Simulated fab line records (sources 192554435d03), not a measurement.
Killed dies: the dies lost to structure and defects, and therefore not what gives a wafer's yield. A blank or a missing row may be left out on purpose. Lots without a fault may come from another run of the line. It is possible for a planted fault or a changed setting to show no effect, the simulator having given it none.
Matching of chambers :: flow n5_finfet :: 4 sister chambers for N5_DUMMY_REMOVAL_HM_STRIP_01 on rie_diel-03
The step strips SiNx in CH3F/O2, stops on poly-Si, target depth 4 nm, time 6.8 s. 24 wafers are shown with their chamber, then 12 later ones without.

== WAFERS PAIRED WITH THEIR CHAMBERS ==
wafer: L075.3
chamber: 0
drypump_motor_current_A (A): 6.0
throttle_valve_pct (%): 16.08
showerhead_plenum_p_Torr (Torr): 1.97

wafer: L075.4
chamber: 2
drypump_motor_current_A (A): 5.0
throttle_valve_pct (%): 16.30
showerhead_plenum_p_Torr (Torr): 2.04

wafer: L075.6
chamber: 0
drypump_motor_current_A (A): 6.0
throttle_valve_pct (%): 16.09
showerhead_plenum_p_Torr (Torr): 1.97

wafer: L076.1
chamber: 0
drypump_motor_current_A (A): 6.1
throttle_valve_pct (%): 16.09
showerhead_plenum_p_Torr (Torr): 1.97

wafer: L076.3
chamber: 2
drypump_motor_current_A (A): 5.0
throttle_valve_pct (%): 16.30
showerhead_plenum_p_Torr (Torr): 2.04

wafer: L076.5
chamber: 3
drypump_motor_current_A (A): 5.7
throttle_valve_pct (%): 16.48
showerhead_plenum_p_Torr (Torr): 1.99

wafer: L077.1
chamber: 3
drypump_motor_current_A (A): 5.7
throttle_valve_pct (%): 16.47
showerhead_plenum_p_Torr (Torr): 1.99

wafer: L077.2
chamber: 2
drypump_motor_current_A (A): 5.0
throttle_valve_pct (%): 16.30
showerhead_plenum_p_Torr (Torr): 2.04

wafer: L077.3
chamber: 1
drypump_motor_current_A (A): 6.3
throttle_valve_pct (%): 16.69
showerhead_plenum_p_Torr (Torr): 2.07

wafer: L078.1
chamber: 0
drypump_motor_current_A (A): 6.0
throttle_valve_pct (%): 16.10
showerhead_plenum_p_Torr (Torr): 1.97

wafer: L078.5
chamber: 0
drypump_motor_current_A (A): 6.0
throttle_valve_pct (%): 16.09
showerhead_plenum_p_Torr (Torr): 1.97

wafer: L078.6
chamber: 3
drypump_motor_current_A (A): 5.7
throttle_valve_pct (%): 16.48
showerhead_plenum_p_Torr (Torr): 1.99

wafer: L084.1
chamber: 3
drypump_motor_current_A (A): 5.7
throttle_valve_pct (%): 16.50
showerhead_plenum_p_Torr (Torr): 1.99

wafer: L084.3
chamber: 0
drypump_motor_current_A (A): 6.0
throttle_valve_pct (%): 16.12
showerhead_plenum_p_Torr (Torr): 1.96

wafer: L084.5
chamber: 2
drypump_motor_current_A (A): 5.0
throttle_valve_pct (%): 16.33
showerhead_plenum_p_Torr (Torr): 2.04

wafer: L085.1
chamber: 2
drypump_motor_current_A (A): 5.0
throttle_valve_pct (%): 16.33
showerhead_plenum_p_Torr (Torr): 2.03

wafer: L085.3
chamber: 0
drypump_motor_current_A (A): 6.0
throttle_valve_pct (%): 16.13
showerhead_plenum_p_Torr (Torr): 1.96

wafer: L085.4
chamber: 3
drypump_motor_current_A (A): 5.7
throttle_valve_pct (%): 16.48
showerhead_plenum_p_Torr (Torr): 1.99

wafer: L086.2
chamber: 0
drypump_motor_current_A (A): 6.1
throttle_valve_pct (%): 16.14
showerhead_plenum_p_Torr (Torr): 1.96

wafer: L086.4
chamber: 1
drypump_motor_current_A (A): 6.3
throttle_valve_pct (%): 16.71
showerhead_plenum_p_Torr (Torr): 2.06

wafer: L086.5
chamber: 0
drypump_motor_current_A (A): 6.0
throttle_valve_pct (%): 16.14
showerhead_plenum_p_Torr (Torr): 1.96

wafer: L087.1
chamber: 0
drypump_motor_current_A (A): 6.0
throttle_valve_pct (%): 16.15
showerhead_plenum_p_Torr (Torr): 1.96

wafer: L087.4
chamber: 3
drypump_motor_current_A (A): 5.7
throttle_valve_pct (%): 16.52
showerhead_plenum_p_Torr (Torr): 1.98

wafer: L087.5
chamber: 3
drypump_motor_current_A (A): 5.7
throttle_valve_pct (%): 16.53
showerhead_plenum_p_Torr (Torr): 1.98

SIGNATURES (averages over the wafers above)
reading: drypump_motor_current_A
chamber 0: 6.020
chamber 1: 6.300
chamber 2: 5.000
chamber 3: 5.700
scatter within a chamber: 0.0283

reading: throttle_valve_pct
chamber 0: 16.1130
chamber 1: 16.7000
chamber 2: 16.3120
chamber 3: 16.4943
scatter within a chamber: 0.0229

reading: showerhead_plenum_p_Torr
chamber 0: 1.9650
chamber 1: 2.0650
chamber 2: 2.0380
chamber 3: 1.9871
scatter within a chamber: 0.00511
Rule: for each reading, subtract the chamber's mean from the wafer's reading, divide by that reading's scatter and square the result; add these up over the readings and take the root, which gives the wafer's distance from the chamber. The wafer belongs to the nearest chamber; if the next one is less than 2 further off, it can't be placed. The scatter: the root of (the sum of the squares of (reading less its chamber's mean) over the shown wafers, divided by (wafers less chambers)).

== WAFERS WITH NO CHAMBER GIVEN ==
wafer: L089.1
drypump_motor_current_A (A): 5.0
throttle_valve_pct (%): 15.88
showerhead_plenum_p_Torr (Torr): 2.03

wafer: L089.4
drypump_motor_current_A (A): 5.7
throttle_valve_pct (%): 16.52
showerhead_plenum_p_Torr (Torr): 1.98

wafer: L089.6
drypump_motor_current_A (A): 6.3
throttle_valve_pct (%): 16.75
showerhead_plenum_p_Torr (Torr): 2.06

wafer: L090.2
drypump_motor_current_A (A): 5.0
throttle_valve_pct (%): 15.89
showerhead_plenum_p_Torr (Torr): 2.03

wafer: L090.4
drypump_motor_current_A (A): 6.0
throttle_valve_pct (%): 16.17
showerhead_plenum_p_Torr (Torr): 1.96

wafer: L090.5
drypump_motor_current_A (A): 5.7
throttle_valve_pct (%): 16.54
showerhead_plenum_p_Torr (Torr): 1.98

wafer: L091.2
drypump_motor_current_A (A): 6.3
throttle_valve_pct (%): 16.74
showerhead_plenum_p_Torr (Torr): 2.06

wafer: L091.5
drypump_motor_current_A (A): 6.3
throttle_valve_pct (%): 16.74
showerhead_plenum_p_Torr (Torr): 2.06

wafer: L091.6
drypump_motor_current_A (A): 6.0
throttle_valve_pct (%): 16.17
showerhead_plenum_p_Torr (Torr): 1.96

wafer: L096.3
drypump_motor_current_A (A): 6.3
throttle_valve_pct (%): 16.75
showerhead_plenum_p_Torr (Torr): 2.05

wafer: L096.4
drypump_motor_current_A (A): 5.0
throttle_valve_pct (%): 15.88
showerhead_plenum_p_Torr (Torr): 2.03

wafer: L096.6
drypump_motor_current_A (A): 6.3
throttle_valve_pct (%): 16.74
showerhead_plenum_p_Torr (Torr): 2.05

== EACH ONE'S CHAMBER ==
wafer: L089.1
from the rows above: 2
in truth: 2

wafer: L089.4
from the rows above: 3
in truth: 3

wafer: L089.6
from the rows above: 1
in truth: 1

wafer: L090.2
from the rows above: 2
in truth: 2

wafer: L090.4
from the rows above: 0
in truth: 0

wafer: L090.5
from the rows above: 3
in truth: 3

wafer: L091.2
from the rows above: 1
in truth: 1

wafer: L091.5
from the rows above: 1
in truth: 1

wafer: L091.6
from the rows above: 0
in truth: 0

wafer: L096.3
from the rows above: 1
in truth: 1

wafer: L096.4
from the rows above: 2
in truth: 2

wafer: L096.6
from the rows above: 1
in truth: 1
Placed correctly: 12 of 12. From these rows, 0 cannot be placed. Wrongly placed: 0.
